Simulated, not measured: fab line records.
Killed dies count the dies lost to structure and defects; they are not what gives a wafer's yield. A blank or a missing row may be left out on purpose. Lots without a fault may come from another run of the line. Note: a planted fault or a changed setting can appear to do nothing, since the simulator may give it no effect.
fab line records	flow nand-harc
record lots=7	wafers=21	last-day=34
route steps=1302 shown A_ONON_D1@447 A_CHANNEL_HOLE_D1@450 END@1302
lots with no fault: from the same line, run without faults
start-h: hours from the record's first day to the start of the lot's first wafer shown	wait-h: hours since the lot's step before	" repeats the value in the row above	L1.1+2: one row covering several wafers at once	- either no value or no given start	* or withheld: withheld	< > ~ a bound
route shown NAME@n: names a module that has steps shown in the file, with the first one's number in the route	usual: mean and standard deviation over wafers with no fault	same: alike in all rows	chamber/n: place in a boat	sites: the reading at each site	_std_site: the values' standard deviation	_edge_site: mean of outer sites minus mean of inner sites	radius-mm: for every site, how far away it sits from the centre of the wafer	mask NAME#n: copy n	behind: the most recent tool/chamber to have shaped the wafer	hold: the reason the lot was held/the length of the hold in hours/how it ended	device: the n, p or np transistor that did not switch	end of line: tests of these same wafers at the route's end	for a step that has no rows: nothing shown but its recipe	killed: at the first sort, the dies lost to defects and structure; wafer yield is something else	map: a wafer's dies, marking killed ones x, the rest . and places with no die _
set.NAME: setting as actually run; set.NAME@STEP: the setting as run at that earlier step	model.NAME: the simulator's own value behind a step, which no gauge read
certain route steps with their lots: each step a table, each wafer a row
services: from which hour (start-h, from the record's first day; less than 0 if before it) a tool's chamber was out of use, for how many hours, and why
## steps
# step NHARC_A_ONON_D1_THK_MEAS_34
# recipe thk-meas-gauge=ellipsometry
# usual thk-nm=199.5/2.8
lot.wafer	tool	chamber	start-h	wait-h	thk-nm
L282.4	film-metro-01	-	200.66	-	202.6
L282.5	"	-	"	"	200.5
L282.6	"	-	"	"	201.5
L288.2	film-metro-01	-	265.23	-	201.8
L288.5	"	-	"	"	198.1
L288.6	"	-	"	"	202.8
L291.2	film-metro-02	-	292.08	-	198.1
L291.3	"	-	"	"	193.6
L291.4	"	-	"	"	199.6
L293.1	film-metro-02	-	319.30	-	198.6
L293.2	"	-	"	"	201.3
L293.3	"	-	"	"	197.3
L294.1	film-metro-02	-	319.57	-	197.6
L294.2	"	-	"	"	197.8
L294.4	"	-	"	"	200.1
L301.4	film-metro-02	-	399.51	0.4	199.8
L301.5	"	-	"	"	194.9
L301.6	"	-	"	"	197.7
L302.1	film-metro-01	-	412.18	-	196.7
L302.3	"	-	"	"	192.9
L302.5	"	-	"	"	198.3
# step NHARC_A_ONON_D1_INSPECT_32
# usual raw-defect-count=66/22
lot.wafer	tool	chamber	start-h	wait-h	raw-defect-count
L282.4	defect-inspect-01	-	200.72	0.0	61
L282.5	"	-	"	"	87
L282.6	"	-	"	"	51
L288.2	defect-inspect-02	-	265.32	0.0	49
L288.5	"	-	"	"	54
L288.6	"	-	"	"	84
L291.2	defect-inspect-02	-	292.15	0.1	71
L291.3	"	-	"	"	52
L291.4	"	-	"	"	35
L293.1	defect-inspect-01	-	319.36	0.0	90
L293.2	"	-	"	"	72
L293.3	"	-	"	"	89
L294.1	defect-inspect-01	-	319.66	0.0	72
L294.2	"	-	"	"	68
L294.4	"	-	"	"	66
L301.4	defect-inspect-01	-	399.60	0.0	64
L301.5	"	-	"	"	44
L301.6	"	-	"	"	60
L302.1	defect-inspect-01	-	412.25	0.0	62
L302.3	"	-	"	"	72
L302.5	"	-	"	"	56
# step NHARC_A_CHANNEL_HOLE_D1_DEP_00
# recipe target-thk-a=31000	temp-c=400	material=aC
# usual throttle-valve-pct=35.001/0.0089
lot.wafer	tool	chamber	start-h	wait-h	throttle-valve-pct
L282.4	acl-dep-03	0	206.60	5.9	34.999
L282.5	"	0	"	"	34.990
L282.6	"	0	"	"	34.992
L288.2	acl-dep-02	0	265.87	0.6	34.998
L288.5	"	0	"	"	35.001
L288.6	"	0	"	"	35.012
L291.2	acl-dep-03	0	293.32	1.2	35.001
L291.3	"	0	"	"	35.011
L291.4	"	0	"	"	34.998
L293.1	acl-dep-02	0	321.53	2.2	35.014
L293.2	"	0	"	"	35.006
L293.3	"	0	"	"	34.990
L294.1	acl-dep-02	0	323.40	3.7	35.014
L294.2	"	0	"	"	34.998
L294.4	"	0	"	"	35.008
L301.4	acl-dep-02	0	403.19	3.6	34.999
L301.5	"	0	"	"	35.003
L301.6	"	0	"	"	34.994
L302.1	acl-dep-02	0	414.00	1.7	35.008
L302.3	"	0	"	"	34.978
L302.5	"	0	"	"	35.000
# step NHARC_A_CHANNEL_HOLE_D1_DEP_01
# recipe target-thk-a=1400	target-thk-nm=140	temp-c=400	pressure-torr=3.5	flow-sccm=200	rf-w=350	material=SiON
# usual heater-power-w=717/120
lot.wafer	tool	chamber	start-h	wait-h	heater-power-w
L282.6	pecvd-04	1	207.66	0.1	653
L282.4	"	2	"	"	657
L282.5	"	0	"	"	744
L288.2	pecvd-01	2	267.50	1.3	873
L288.6	"	2	"	"	864
L288.5	"	0	"	"	856
L291.2	pecvd-03	0	294.91	1.3	476
L291.3	"	1	"	"	780
L291.4	"	2	"	"	652
L293.1	pecvd-04	1	323.42	1.6	767
L293.3	"	2	"	"	820
L293.2	"	0	"	"	776
L294.1	pecvd-03	1	325.33	1.6	810
L294.2	"	0	"	"	486
L294.4	"	1	"	"	793
L301.4	pecvd-04	0	404.24	0.7	684
L301.5	"	1	"	"	691
L301.6	"	2	"	"	724
L302.1	pecvd-01	0	415.92	1.6	781
L302.3	"	1	"	"	836
L302.5	"	2	"	"	712
# step NHARC_A_CHANNEL_HOLE_D1_DEHYDRATE_02
# recipe temp-c=150	time-s=120
# step NHARC_A_CHANNEL_HOLE_D1_HMDS_03
# recipe time-s=30
# step NHARC_A_CHANNEL_HOLE_D1_COAT_36
# recipe temp-c=260	time-s=75
# step NHARC_A_CHANNEL_HOLE_D1_COAT_37
# recipe temp-c=225	time-s=65
# step NHARC_A_CHANNEL_HOLE_D1_COAT_04
# recipe spin-rpm=1500	resist-thk-nm=90
# step NHARC_A_CHANNEL_HOLE_D1_SOFTBAKE_05
# recipe temp-c=105	time-s=55
# step NHARC_A_CHANNEL_HOLE_D1_EBR_06
# step NHARC_A_CHANNEL_HOLE_D1_EXPOSE_07
# recipe na=1.35	target-cd-nm=100	sigma-outer=0.3	dose-mj=59.65	mask-id=HOLE_D1
# usual exposure-dose-mJ-cm2=59.66/0.058
lot.wafer	tool	chamber	start-h	wait-h	mask	exposure-dose-mJ-cm2
L282.4	arfi-scanner-01	0	208.17	-	HOLE_D1#0	59.68
L282.5	"	0	"	"	HOLE_D1#0	59.64
L282.6	"	0	"	"	HOLE_D1#0	59.70
L288.2	arfi-scanner-03	0	268.05	-	HOLE_D1#0	59.66
L288.5	"	0	"	"	HOLE_D1#0	59.65
L288.6	"	0	"	"	HOLE_D1#0	59.61
L291.2	arfi-scanner-03	0	295.49	-	HOLE_D1#0	62.59
L291.3	"	0	"	"	HOLE_D1#0	62.51
L291.4	"	0	"	"	HOLE_D1#0	62.60
L293.1	arfi-scanner-03	0	324.00	-	HOLE_D1#0	62.04
L293.2	"	0	"	"	HOLE_D1#0	62.02
L293.3	"	0	"	"	HOLE_D1#0	62.06
L294.1	arfi-scanner-03	0	325.78	-	HOLE_D1#0	61.46
L294.2	"	0	"	"	HOLE_D1#0	61.48
L294.4	"	0	"	"	HOLE_D1#0	61.45
L301.4	arfi-scanner-02	0	404.75	-	HOLE_D1#0	59.66
L301.5	"	0	"	"	HOLE_D1#0	59.63
L301.6	"	0	"	"	HOLE_D1#0	59.58
L302.1	arfi-scanner-02	0	416.38	-	HOLE_D1#0	59.61
L302.3	"	0	"	"	HOLE_D1#0	59.73
L302.5	"	0	"	"	HOLE_D1#0	59.64
# step NHARC_A_CHANNEL_HOLE_D1_PEB_08
# recipe peb-temp-c=100	peb-time-s=65
# step NHARC_A_CHANNEL_HOLE_D1_DEVELOP_09
# recipe develop-time-s=35	dev-temp-c=23
# step NHARC_A_CHANNEL_HOLE_D1_CD_MEAS_10
# recipe target-cd-nm=100	landing-energy-ev=500
# usual cd-nm=100.2/0.75
lot.wafer	tool	chamber	start-h	wait-h	cd-nm
L282.4	cd-sem-03	0	208.30	-	100.9
L282.5	"	0	"	"	101.0
L282.6	"	0	"	"	100.8
L288.2	cd-sem-03	0	268.19	-	100.2
L288.5	"	0	"	"	99.7
L288.6	"	0	"	"	100.4
L291.2	cd-sem-02	0	295.63	-	102.3
L291.3	"	0	"	"	101.6
L291.4	"	0	"	"	102.3
L293.1	cd-sem-02	0	324.14	-	103.5
L293.2	"	0	"	"	102.0
L293.3	"	0	"	"	102.8
L294.1	cd-sem-03	0	325.92	-	102.5
L294.2	"	0	"	"	102.6
L294.4	"	0	"	"	102.0
L301.4	cd-sem-03	0	404.89	-	99.6
L301.5	"	0	"	"	100.5
L301.6	"	0	"	"	100.2
L302.1	cd-sem-01	0	416.52	-	100.6
L302.3	"	0	"	"	101.0
L302.5	"	0	"	"	100.9
# step NHARC_A_CHANNEL_HOLE_D1_OVL_MEAS_11
# usual overlay-x-nm=-0.2/0.77	overlay-y-nm=-0.2/0.59
lot.wafer	tool	chamber	start-h	wait-h	overlay-x-nm	overlay-y-nm
L282.4	overlay-02	-	208.38	-	0.7	0.6
L282.5	"	-	"	"	0.2	0.9
L282.6	"	-	"	"	0.1	1.0
L288.2	overlay-01	-	268.28	-	0.6	0.1
L288.5	"	-	"	"	0.5	-0.1
L288.6	"	-	"	"	0.5	-0.2
L291.2	overlay-01	-	295.72	-	0.6	0.3
L291.3	"	-	"	"	0.6	-0.6
L291.4	"	-	"	"	0.3	-0.2
L293.1	overlay-02	-	324.23	-	-1.2	0.0
L293.2	"	-	"	"	-0.7	-0.4
L293.3	"	-	"	"	-0.9	-0.2
L294.1	overlay-02	-	326.01	-	0.0	0.4
L294.2	"	-	"	"	0.5	0.4
L294.4	"	-	"	"	0.3	-0.1
L301.4	overlay-02	-	404.97	-	-0.3	-0.6
L301.5	"	-	"	"	0.0	-1.0
L301.6	"	-	"	"	-0.4	-0.4
L302.1	overlay-02	-	416.60	-	-0.1	0.3
L302.3	"	-	"	"	-0.1	-0.5
L302.5	"	-	"	"	0.1	-0.4
# step NHARC_A_CHANNEL_HOLE_D1_INSPECT_12
# usual raw-defect-count=5.3/2.8
lot.wafer	tool	chamber	start-h	wait-h	raw-defect-count
L282.4	defect-inspect-02	-	208.42	0.0	5
L282.5	"	-	"	"	7
L282.6	"	-	"	"	4
L288.2	defect-inspect-01	-	268.31	0.0	10
L288.5	"	-	"	"	6
L288.6	"	-	"	"	5
L291.2	defect-inspect-01	-	295.75	0.0	9
L291.3	"	-	"	"	4
L291.4	"	-	"	"	4
L293.1	defect-inspect-01	-	324.27	0.0	2
L293.2	"	-	"	"	5
L293.3	"	-	"	"	2
L294.1	defect-inspect-01	-	326.05	0.0	1
L294.2	"	-	"	"	7
L294.4	"	-	"	"	1
L301.4	defect-inspect-01	-	405.01	0.0	3
L301.5	"	-	"	"	6
L301.6	"	-	"	"	3
L302.1	defect-inspect-01	-	416.64	0.0	5
L302.3	"	-	"	"	4
L302.5	"	-	"	"	3
# step NHARC_A_CHANNEL_HOLE_D1_DESCUM_15
# recipe time-s=3	o2-flow-sccm=200	ar-flow-sccm=0	bias-power-w=0	chemistry=O2
# usual drypump-motor-current-A=5.5/0.45	oes-product-au=0.994/0.012	rf-vpp-V=57.9/0.93	showerhead-plenum-p-Torr=1.94/0.065	throttle-valve-pct=11.310/0.009
lot.wafer	tool	chamber	start-h	wait-h	drypump-motor-current-A	oes-product-au	rf-hours-counter-h	rf-vpp-V	showerhead-plenum-p-Torr	throttle-valve-pct	model.A_CHANNEL_HOLE_D1.cd-nm
L282.4	rie-diel-10	2	208.50	0.1	4.7	0.992	9	58.5	1.87	11.295	101
L282.5	"	3	"	"	5.7	1.002	-	58.6	1.92	11.325	100.3
L282.6	"	0	"	"	5.9	1.006	-	58.2	2.01	11.302	100.8
L288.2	rie-diel-10	3	268.39	0.1	5.7	0.976	2	58.4	1.92	11.326	99.51
L288.5	"	1	"	"	5.4	0.984	-	57.0	1.97	11.298	100
L288.6	"	2	"	"	4.7	0.983	-	57.9	1.87	11.316	99.72
L291.4	rie-diel-10	2	295.82	0.1	4.7	0.993	5	56.9	1.86	11.317	102.1
L291.2	"	3	"	"	5.7	0.994	5	56.7	1.92	11.327	101.4
L291.3	"	0	"	"	5.8	1.013	5	59.2	2.01	11.317	102.4
L293.1	rie-diel-10	2	324.33	0.1	4.7	0.981	7	55.7	1.86	11.310	103.2
L293.2	"	0	"	"	5.8	0.992	8	57.3	2.01	11.308	102.1
L293.3	"	1	"	"	5.4	0.980	7	57.7	1.97	11.297	103.7
L294.4	rie-diel-13	3	326.11	0.1	5.2	0.998	43	58.8	2.04	11.291	102.7
L294.1	"	0	"	"	5.6	0.999	43	57.7	1.92	11.312	101.8
L294.2	"	1	"	"	5.9	1.008	48	56.5	1.81	11.320	101.6
L301.4	rie-diel-10	2	405.07	0.1	4.7	0.995	14	58.1	1.86	11.318	99.83
L301.5	"	2	"	"	4.7	0.992	-	57.4	1.86	11.310	100.3
L301.6	"	3	"	"	5.7	0.997	-	57.4	1.92	11.312	99.54
L302.3	rie-diel-10	1	416.70	0.1	5.5	0.974	15	59.8	1.97	11.312	101.9
L302.1	"	2	"	"	4.7	0.984	15	57.4	1.86	11.309	101.3
L302.5	"	2	"	"	4.7	0.984	-	58.1	1.86	11.326	101.7
# step NHARC_A_CHANNEL_HOLE_D1_ETCH_38
# recipe target-depth-a=390	over-etch-frac=0.3	time-s=65	ion-energy-ev=80	cf4-flow-sccm=150	ar-flow-sccm=0	rf-w=300	bias-w=100	chemistry=CF4
# usual bias-w=100.01/0.27	drypump-motor-current-A=5.4/0.46	oes-product-au=0.997/0.012	rf-vpp-V=151.6/1.1	showerhead-plenum-p-Torr=1.79/0.056	throttle-valve-pct=13.286/0.0093
lot.wafer	tool	chamber	start-h	wait-h	bias-w	drypump-motor-current-A	oes-product-au	rf-hours-counter-h	rf-vpp-V	showerhead-plenum-p-Torr	throttle-valve-pct
L282.4	rie-diel-10	2	208.56	0.1	99.86	4.7	0.990	9	151.1	1.73	13.279
L282.6	"	2	"	"	99.95	4.6	1.005	-	152.1	1.73	13.288
L282.5	"	3	"	"	99.86	5.7	1.018	-	150.4	1.77	13.285
L288.2	rie-diel-10	0	268.47	0.1	100.26	5.8	1.012	2	153.7	1.85	13.286
L288.5	"	3	"	"	99.39	5.7	0.993	-	151.5	1.77	13.291
L288.6	"	0	"	"	100.08	5.8	1.005	-	151.1	1.85	13.304
L291.2	rie-diel-10	2	295.90	0.1	100.31	4.7	0.982	5	151.7	1.73	13.288
L291.4	"	0	"	"	100.17	5.8	1.008	5	150.4	1.85	13.280
L291.3	"	1	"	"	99.82	5.4	0.971	4	152.4	1.82	13.296
L293.3	rie-diel-10	0	324.41	0.1	99.89	5.8	1.004	8	150.9	1.85	13.280
L293.1	"	1	"	"	100.19	5.5	0.983	7	152.5	1.82	13.283
L293.2	"	2	"	"	99.96	4.7	0.981	7	152.1	1.73	13.277
L294.1	rie-diel-13	3	326.19	0.1	99.70	5.2	0.992	43	152.1	1.88	13.290
L294.2	"	0	"	"	99.60	5.6	1.009	43	151.2	1.77	13.279
L294.4	"	1	"	"	100.42	5.8	1.014	48	150.6	1.68	13.291
L301.4	rie-diel-10	1	405.17	0.1	100.16	5.4	0.975	14	151.9	1.82	13.280
L301.5	"	2	"	"	99.97	4.7	0.989	-	149.9	1.72	13.268
L301.6	"	3	"	"	100.05	5.7	1.004	-	152.4	1.77	13.286
L302.1	rie-diel-10	2	416.79	0.1	99.82	4.7	0.998	15	150.0	1.72	13.287
L302.3	"	3	"	"	100.51	5.7	1.005	13	152.2	1.77	13.290
L302.5	"	3	"	"	100.10	5.7	1.001	-	151.6	1.77	13.294
# step NHARC_A_CHANNEL_HOLE_D1_ETCH_39
# recipe target-depth-a=2600	over-etch-frac=0.3	time-s=325	ion-energy-ev=200	n2-flow-sccm=150	h2-flow-sccm=150	ar-flow-sccm=0	rf-w=400	bias-w=150	chemistry=N2/H2
# usual bias-w=150.0/0.43	drypump-motor-current-A=5.5/0.45	oes-product-au=0.996/0.011	rf-vpp-V=431.2/2.2	showerhead-plenum-p-Torr=2.07/0.071	throttle-valve-pct=14.170/0.0096
lot.wafer	tool	chamber	start-h	wait-h	bias-w	drypump-motor-current-A	oes-product-au	rf-hours-counter-h	rf-vpp-V	showerhead-plenum-p-Torr	throttle-valve-pct	model.A_CHANNEL_HOLE_D1.cd-nm
L282.4	rie-diel-10	3	-	-	149.6	5.7	1.011	11	430.7	2.05	14.175	102.4
L282.5	"	1	"	"	149.5	5.5	1.009	-	432.1	2.11	14.180	101.5
L282.6	"	2	"	"	151.1	4.7	0.997	-	430.2	1.99	14.176	101.5
L288.2	rie-diel-10	2	-	-	149.7	4.7	0.978	2	427.9	1.99	14.160	99.41
L288.5	"	3	"	"	149.6	5.7	0.987	-	431.0	2.05	14.175	98.82
L288.6	"	0	"	"	150.4	5.8	1.004	-	433.7	2.14	14.172	100.8
L291.3	rie-diel-10	3	-	-	150.1	5.7	1.001	5	429.8	2.04	14.150	102.5
L291.4	"	1	"	"	149.9	5.4	0.987	4	432.5	2.10	14.162	101
L291.2	"	2	"	"	150.4	4.7	0.995	5	428.3	1.99	14.188	101
L293.1	rie-diel-10	3	-	-	150.2	5.7	0.996	8	430.7	2.04	14.174	101.4
L293.2	"	0	"	"	150.4	5.8	1.011	8	433.5	2.14	14.173	101.3
L293.3	"	2	"	"	149.4	4.7	0.987	7	428.5	1.99	14.174	101.1
L294.4	rie-diel-13	2	-	-	149.8	5.2	1.006	44	432.1	2.13	14.158	104.2
L294.1	"	3	"	"	150.6	5.2	1.000	43	434.1	2.18	14.161	99
L294.2	"	0	"	"	150.0	5.6	1.008	43	430.5	2.05	14.182	101.1
L301.4	rie-diel-10	3	-	-	150.3	5.7	0.991	12	429.8	2.04	14.180	101.1
L301.6	"	2	"	"	150.2	4.7	0.982	-	429.0	1.98	14.161	97.95
L301.5	"	3	"	"	150.1	5.7	0.996	-	430.7	2.04	14.176	100.4
L302.1	rie-diel-10	2	-	-	149.9	4.7	0.989	15	428.8	1.98	14.173	100.1
L302.3	"	3	"	"	149.9	5.7	0.987	13	431.5	2.04	14.155	102.9
L302.5	"	2	"	"	150.0	4.6	0.986	-	428.6	1.98	14.193	99.95
# step NHARC_A_CHANNEL_HOLE_D1_ETCH_34
# recipe target-depth-a=1540	time-s=77	cf4-flow-sccm=100	chf3-flow-sccm=30	ar-flow-sccm=0	rf-w=500	bias-w=200	chemistry=CF4/CHF3
# usual bias-w=200.0/0.65	drypump-motor-current-A=5.5/0.44	oes-product-au=0.941/0.027	rf-vpp-V=371.3/2	showerhead-plenum-p-Torr=1.60/0.051	throttle-valve-pct=16.803/0.0094
lot.wafer	tool	chamber	start-h	wait-h	bias-w	drypump-motor-current-A	oes-product-au	rf-hours-counter-h	rf-vpp-V	showerhead-plenum-p-Torr	throttle-valve-pct
L282.4	rie-diel-10	0	-	-	200.3	5.8	0.962	12	373.2	1.65	16.797
L282.6	"	2	"	"	199.6	4.7	0.968	-	368.3	1.54	16.798
L282.5	"	3	"	"	200.0	5.7	0.966	-	371.6	1.58	16.798
L288.2	rie-diel-10	2	-	-	200.5	4.7	0.941	2	368.1	1.54	16.824
L288.5	"	3	"	"	200.3	5.7	0.954	-	369.8	1.58	16.814
L288.6	"	0	"	"	199.9	5.8	0.983	-	371.7	1.65	16.805
L291.4	rie-diel-10	0	-	-	199.7	5.8	0.995	5	375.4	1.65	16.792
L291.2	"	2	"	"	200.1	4.7	0.960	5	369.2	1.54	16.787
L291.3	"	3	"	"	198.9	5.7	0.970	6	371.4	1.58	16.803
L293.2	rie-diel-10	1	-	-	199.7	5.5	0.914	7	372.7	1.62	16.799
L293.3	"	2	"	"	200.2	4.7	0.919	7	369.6	1.53	16.818
L293.1	"	3	"	"	201.5	5.7	0.922	8	371.8	1.58	16.819
L294.2	rie-diel-13	3	-	-	199.3	5.2	0.910	43	373.3	1.67	16.810
L294.4	"	0	"	"	198.8	5.6	0.924	43	371.4	1.58	16.802
L294.1	"	2	"	"	199.0	5.2	0.922	44	371.3	1.64	16.804
L301.4	rie-diel-10	2	-	-	199.4	4.7	0.951	14	369.4	1.53	16.805
L301.6	"	3	"	"	200.4	5.7	0.960	-	371.3	1.57	16.827
L301.5	"	0	"	"	201.5	5.9	0.977	-	373.6	1.65	16.807
L302.1	rie-diel-10	3	-	-	199.5	5.7	0.917	14	370.4	1.57	16.790
L302.3	"	0	"	"	199.8	5.8	0.925	15	373.1	1.65	16.803
L302.5	"	1	"	"	200.6	5.4	0.908	-	372.1	1.62	16.786
# step NHARC_END_SORT_01
# recipe temp-c=25
# usual killed-at-array=54/17	killed-at-other=0.7/1	killed-at-periphery=3.7/2.9	killed-dies=58/16	killed-open=3.2/1.9	killed-short=2.2/1.5
# same gross-dies=677
lot.wafer	tool	chamber	start-h	wait-h	killed-at-array	killed-at-other	killed-at-periphery	killed-dies	killed-open	killed-short
L293.2	prober-01	0	707.02	2.8	41	0	6	47	3	4
# killed by level:class
L293.2 A_CHANNEL_HOLE_D2:chamber-film-flake=17 A_CHANNEL_HOLE_D1:chamber-film-flake=7 P_BONDPAD:chamber-film-flake=4 A_CONTACT:chamber-film-flake=3 A_BLC:geometric-particle:open=2 A_CHANNEL_FILL_D1:chamber-film-flake=2 A_DECK1_JOINT:chamber-film-flake=2 A_BONDPAD:chamber-film-flake=2
## services
tool	chamber	start-h	hours	kind
pecvd-03	-	185.00	13.0	pm
arfi-scanner-03	-	196.00	4.0	pm
pecvd-01	0	221.30	7.5	repair
rie-diel-10	-	242.69	9.0	pm
acl-dep-02	-	245.13	13.0	pm
pecvd-04	-	269.01	13.0	pm
arfi-scanner-03	-	271.05	0.5	repair
rie-diel-13	0	298.47	3.4	repair
rie-diel-13	2	300.65	10.0	repair
acl-dep-03	-	304.61	13.0	pm
pecvd-01	-	311.10	13.0	pm
arfi-scanner-02	-	312.00	4.0	pm
arfi-scanner-02	-	327.09	0.7	repair
arfi-scanner-03	-	330.06	0.2	repair
pecvd-04	-	335.05	0.7	repair
arfi-scanner-02	-	338.47	1.3	repair
arfi-scanner-03	-	338.96	0.5	repair
rie-diel-13	-	342.16	9.0	pm
rie-diel-10	3	342.48	11.4	repair
pecvd-03	-	366.00	13.0	pm
arfi-scanner-03	-	368.00	4.0	pm
pecvd-03	-	383.98	0.8	repair
rie-diel-13	2	384.14	13.5	repair
arfi-scanner-03	-	394.75	50.7	repair
## key
first-sign step=NHARC_A_CHANNEL_HOLE_D1_EXPOSE_07	reading=exposure-dose-mJ-cm2	direction=up	sigmas=41	usual=59.66	struck=62.02
effect step=NHARC_A_CHANNEL_HOLE_D1_CD_MEAS_10	reading=cd-nm	direction=up	sigmas=2.9	usual=100.2	struck=102.4	wafers-moved=6	through=control-loop
model-effect step=NHARC_A_CHANNEL_HOLE_D1_DESCUM_15	value=A_CHANNEL_HOLE_D1.cd-nm	without=100.5	struck=102.3
model-effect step=NHARC_A_CHANNEL_HOLE_D1_ETCH_39	value=A_CHANNEL_HOLE_D1.cd-nm	without=99.53	struck=101.4
met-at NHARC_A_CHANNEL_HOLE_D1_EXPOSE_07
struck-wafers L291.2,L291.3,L291.4,L293.1,L293.2,L293.3,L294.1,L294.2,L294.4
tester-left-out L291,L293,L294
loop-trim step=NHARC_A_CHANNEL_HOLE_D1_EXPOSE_07	setting=dose	lots=L293,L294
onset-between 268.05 295.49
fault kind=process-parameter-drift	tool=arfi-scanner-03	chamber=-	onset-h=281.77	steps=NHARC_A_CHANNEL_HOLE_D1_EXPOSE_07	channel=dose-mj	offset=2.9357	shape=step	acts-in=these-recipes-only	stated=59.65
# tester-left-out: of these lots the tester's yield and bins aren't shown, on N5 and GAA mostly nor the transistor test; their killed dies are dies lost to structure and defects alone, not to doping, threshold or leakage, so they don't give the yield
# loop-trim: a control loop set the setting to another value than it would have without faults
